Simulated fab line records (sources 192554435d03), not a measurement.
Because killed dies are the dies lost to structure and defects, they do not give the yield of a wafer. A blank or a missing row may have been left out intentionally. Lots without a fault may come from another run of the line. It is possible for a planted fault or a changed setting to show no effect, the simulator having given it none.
8D (eight disciplines) problem report, filled in by code :: flow n5 finfet :: the parts of the form that need people (team, actions taken, sign-off) are left out

## 1. WHAT IS WRONG
Mean of run length s at N5_BEOL_M9_COAT_75: 81.03 s across 2 wafers in 2 lots; on wafers with no fault it is 66.02 s (standard deviation 0.19). Relative to the usual mean, that is a shift of +79 standard deviations.
The step: time 60 s, resist thk 5 nm.
First seen on wafer L848.3, day 13 01:03, on litho track-04. The record has a number at this step for 33 wafers belonging to 11 lots. By rule, "out" or "out of limits" means more than 4 standard deviations away from the usual mean. The rest of the wafers with a number are treated as sound.

## 2. WHAT IT IS, WHAT IT ISN'T
question: which readings at this step
is: run length s
is not: -

question: which lots
is: L848, L850
is not: L839, L842, L844, L851, L855, L858, L860, L861, L862

question: which wafers of those lots
is: L848.3, L850.1
is not: L848.2, L848.5, L850.2, L850.5

question: read on which tools
is: litho track-04
is not: litho track-02, litho track-03

question: when
is: from day 13 01:03
is not: up to then (11 sound wafers); but 20 sound wafers of L850, L851, L855, L858, L860, L861, L862 came after

## 3. WHAT RULES OUT EACH SUSPECT
Counting: any tool at a process step up to the reading remains a suspect provided it ran every lot that is out. Sound lots after the first of them don't rule it out here, since some wafers of a struck lot are sound.
- rie diel-06 at N5_BEOL_M9_STRIP_19 (strips in O2): kept. It ran every lot that is out, first L848 (day 12 23:44).
- litho track-04 at N5_BEOL_M9_COAT_75 (time 60 s, resist thk 5 nm): kept. Ran every lot that is out, first one L848 (day 13 01:03); last sound lot up to then L844 (day 11 20:58). On those wafers its own readings are out: run length s.
Left after counting: rie diel-06 at N5_BEOL_M9_STRIP_19, litho track-04 at N5_BEOL_M9_COAT_75.

## 4. THE CAUSE (what the simulator had put in)
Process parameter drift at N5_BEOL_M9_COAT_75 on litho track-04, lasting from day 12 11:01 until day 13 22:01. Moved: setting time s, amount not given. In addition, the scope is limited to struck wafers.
Counting left 2 suspects, and this tool is among them.

## 5. THE CHAIN OF EFFECTS, in route order
Each row: a reading where the mean over the struck wafers with a number is more than 3 standard deviations away from the usual. Only readings whose record carries a usual standard deviation are examined. hours: median over the lots of the time between each lot's start at the first step of this table that gives one and its start at this step. sigmas: the change, counted in usual standard deviations.
hours: 0
step: N5_BEOL_M9_COAT_75
reading: run length s
usual: 66.02 s
on struck wafers: 81.03
change: +15.02
sigmas: +79
Here are the process steps it includes:
- N5_BEOL_M9_COAT_75: time 60 s, resist thk 5 nm.

## 6. HOW IT WOULD HAVE BEEN CAUGHT EARLIER
The fault began at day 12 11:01; the first out-of-limits reading in this record came at day 13 01:03, 14 hours later.
